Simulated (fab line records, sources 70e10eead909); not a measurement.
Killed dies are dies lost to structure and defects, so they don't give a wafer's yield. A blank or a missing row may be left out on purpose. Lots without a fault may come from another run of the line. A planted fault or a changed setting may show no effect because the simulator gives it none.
A struck lot beside a sound one | flow nand_harc | 40 steps out of a route of 1302
Sound: wafers L971.2, L971.3, L971.4. Struck: wafers L965.3, L965.6. The cause comes at the end.
At each step with rows: each side's tool, then ch and its chambers, then its first start. Under that, the readings that differ: sound wafers | struck wafers | difference of the means | sigmas: that difference in standard deviations of wafers without a fault.
alike: readings whose means differ by less than 2 such deviations, and words and numbers that are the same on both sides. not compared: withheld readings, readings that some wafer has no value for, bounds like >300 that may hide the same value, and numbers for which the record gives no deviation and whose values overlap.
The two part at a step that has a row with sigmas, a row that says differs or no value, or rows on one side only. Numbers that don't overlap but have no deviation are shown without sigmas and don't part them. A reading that every wafer of one side lacks parts them only if that side has two wafers or more.

NHARC_A_STAIRCASE_DESCUM_270: chemistry O2, time 3 s.
  sound on rie_diel-02 ch 0,2,3, day 23 21:28; struck on rie_diel-02 ch 0,3, day 20 21:29
  alike: drypump_motor_current_A, o2_flow_sccm, oes_product_au, rf_vpp_V, showerhead_plenum_p_Torr, throttle_valve_pct
  not compared: rf_hours_counter_h
then, 1 step without rows for these wafers: NHARC_A_STAIRCASE_ETCH_271 (etches the open film in CF4/CHF3).
NHARC_A_STAIRCASE_HM_OPEN_457: chemistry O2/COS.
  sound on rie_diel-02 ch 0,1,2; struck on rie_diel-02 ch 1,2
  alike: drypump_motor_current_A, o2_flow_sccm, oes_product_au, rf_vpp_V, showerhead_plenum_p_Torr, throttle_valve_pct
  not compared: rf_hours_counter_h
then, 7 steps without rows for these wafers: NHARC_A_STAIRCASE_STRIP_458 (strips in O2/COS); NHARC_A_STAIRCASE_ETCH_451 (etches the open film in CF4/O2, target depth 30 nm, overetch 3 nm, time 16.5 s); NHARC_A_STAIRCASE_ETCH_273 (etches the open film in C4F8/O2/Ar, target depth 10200 nm, time 2468.6 s); NHARC_A_STAIRCASE_STRIP_274 (strips in O2); NHARC_A_STAIRCASE_STRIP_275 (strips in SPM, time 900 s); NHARC_A_STAIRCASE_PRECLEAN_276 (cleans in SC1); NHARC_A_STAIRCASE_SRD_277.
NHARC_A_STAIRCASE_HM_DEP_459: deposits aC, target thk 1500 nm.
  sound on acl_dep-03 ch 0, day 24 06:38; struck on acl_dep-02 ch 0, day 21 05:01
  alike: throttle_valve_pct
NHARC_A_STAIRCASE_DEP_280: deposits SiON, target thk 30 nm.
  sound on pecvd-04 ch 1,2, day 24 08:13; struck on pecvd-03 ch 0,1, day 21 06:23
  reading            | sound       | struck  | difference | sigmas
  heater_power_w (W) | 829 888 845 | 630 731 | -174       | -2
then, 11 steps without rows for these wafers: NHARC_A_STAIRCASE_DEHYDRATE_281 (time 120 s); NHARC_A_STAIRCASE_HMDS_282 (time 30 s); NHARC_A_STAIRCASE_COAT_283; NHARC_A_STAIRCASE_SOFTBAKE_284 (time 170 s); NHARC_A_STAIRCASE_EBR_285; NHARC_A_STAIRCASE_EXPOSE_286 (exposes mask CHOP 100); NHARC_A_STAIRCASE_PEB_287 (peb time 130 s); NHARC_A_STAIRCASE_DEVELOP_288 (time 140 s); NHARC_A_STAIRCASE_HARDBAKE_290 (time 140 s); NHARC_A_STAIRCASE_DESCUM_291 (chemistry O2, time 3 s); NHARC_A_STAIRCASE_ETCH_292 (etches the open film in CF4/CHF3).
NHARC_A_STAIRCASE_HM_OPEN_460: chemistry O2/COS.
  sound on rie_diel-09 ch 0,2,3; struck on rie_diel-02 ch 2,3
  alike: drypump_motor_current_A, o2_flow_sccm, oes_product_au, rf_vpp_V, showerhead_plenum_p_Torr, throttle_valve_pct
  not compared: rf_hours_counter_h
then, 1 step without rows for these wafers: NHARC_A_STAIRCASE_STRIP_461 (strips in O2/COS).
NHARC_A_STAIRCASE_ETCH_452: etches the open film in CF4/O2, target depth 30 nm, overetch 3 nm, time 16.5 s.
  sound on rie_diel-09 ch 1,2,3; struck on rie_diel-02 ch 0
  alike: drypump_motor_current_A, o2_flow_sccm, oes_product_au, rf_vpp_V, showerhead_plenum_p_Torr, throttle_valve_pct
  not compared: rf_hours_counter_h
then, 13 steps without rows for these wafers: NHARC_A_STAIRCASE_ETCH_294 (etches the open film in C4F8/O2/Ar, target depth 4989 nm, time 1211.6 s); NHARC_A_STAIRCASE_STRIP_295 (strips in O2); NHARC_A_STAIRCASE_STRIP_296 (strips in SPM, time 900 s); NHARC_A_STAIRCASE_PRECLEAN_297 (cleans in SC1); NHARC_A_STAIRCASE_SRD_298; NHARC_A_STAIRCASE_HM_DEP_462 (deposits aC, target thk 800 nm); NHARC_A_STAIRCASE_DEP_301 (deposits SiON, target thk 30 nm); NHARC_A_STAIRCASE_DEHYDRATE_302 (time 120 s); NHARC_A_STAIRCASE_HMDS_303 (time 30 s); NHARC_A_STAIRCASE_COAT_304; NHARC_A_STAIRCASE_SOFTBAKE_305 (time 170 s); NHARC_A_STAIRCASE_EBR_306; NHARC_A_STAIRCASE_EXPOSE_307 (exposes mask CHOP 50).
-- the record jumps here: 8 days lie between the struck wafers' starts before and after (it left off in module A_STAIRCASE and takes up again in module END, whose first step shown is number 1302 of the route) --
NHARC_END_SORT_01:
  the record has rows for the struck wafers here (prober-01 ch 0, day 29 00:07) and none for the sound ones

WHERE THEY PART
First at NHARC_A_STAIRCASE_DEP_280; last, within this record, at NHARC_END_SORT_01.

WHY: what the simulator had put in
Process parameter drift: pecvd-03, from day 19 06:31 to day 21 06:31, at NHARC_A_STAIRCASE_DEP_280. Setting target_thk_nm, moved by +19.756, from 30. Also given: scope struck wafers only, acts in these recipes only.
